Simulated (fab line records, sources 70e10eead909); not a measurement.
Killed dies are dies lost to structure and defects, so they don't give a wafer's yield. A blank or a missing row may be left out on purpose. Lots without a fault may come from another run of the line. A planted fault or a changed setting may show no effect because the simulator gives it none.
Chamber matching | flow nand_harc | NHARC_A_STAIRCASE_CMP_152 on cmp-02: 4 sister chambers
The step polishes. 27 wafers are shown with their chamber, then 12 later ones without.

WAFERS WITH THEIR CHAMBER
wafer  | chamber | motor_current_A (A)
L074.1 | 0       | 13.2
L074.2 | 3       | 10.2
L074.6 | 2       | 12.9
L078.2 | 0       | 13.7
L078.3 | 3       | 10.2
L078.6 | 2       | 13.2
L081.1 | 0       | 13.0
L081.3 | 1       | 12.3
L081.6 | 1       | 12.2
L082.1 | 0       | 13.6
L082.3 | 2       | 12.6
L082.5 | 1       | 12.1
L085.1 | 2       | 12.7
L085.2 | 0       | 13.1
L085.4 | 1       | 12.2
L085.3 | 3       | 10.2
L085.5 | 1       | 12.6
L085.6 | 2       | 12.7
L089.1 | 3       | 10.3
L089.3 | 1       | 13.0
L089.4 | 0       | 13.9
L090.2 | 0       | 13.2
L090.3 | 2       | 12.2
L090.6 | 0       | 13.6
L088.4 | 2       | 12.5
L088.5 | 0       | 13.1
L088.6 | 3       | 10.2

SIGNATURES (means of the wafers above)
reading         | chamber 0 | chamber 1 | chamber 2 | chamber 3 | scatter within a chamber
motor_current_A | 13.378    | 12.400    | 12.686    | 10.220    | 0.296
Rule: a wafer's distance from a chamber is the root of the sum, over the readings, of the square of ((its reading less the chamber's mean) divided by the reading's scatter). The wafer belongs to the nearest chamber; if the next one is less than 2 further off, it can't be placed. The scatter: the root of (the sum of the squares of (reading less its chamber's mean) over the shown wafers, divided by (wafers less chambers)).

WAFERS WITHOUT THEIR CHAMBER
wafer  | motor_current_A (A)
L092.1 | 13.2
L092.5 | 12.8
L092.6 | 12.8
L095.1 | 10.4
L095.4 | 13.6
L095.5 | 12.6
L096.2 | 12.3
L096.5 | 12.5
L096.6 | 12.4
L096.1 | 10.7
L096.3 | 12.5
L096.4 | 12.7

WHICH CHAMBER EACH WENT THROUGH
wafer  | from the rows above          | in truth
L092.1 | can't be placed: 0 or 2      | 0
L092.5 | can't be placed: 2 or 1 or 0 | 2
L092.6 | can't be placed: 2 or 1 or 0 | 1
L095.1 | 3                            | 3
L095.4 | 0                            | 0
L095.5 | can't be placed: 2 or 1      | 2
L096.2 | can't be placed: 1 or 2      | 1
L096.5 | can't be placed: 1 or 2      | 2
L096.6 | can't be placed: 1 or 2      | 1
L096.1 | 3                            | 3
L096.3 | can't be placed: 1 or 2      | 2
L096.4 | can't be placed: 2 or 1      | 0
Placed correctly: 3 of 12. Can't be placed from these rows: 9 (the true chamber is among the candidates in 8). Placed wrongly: 0.
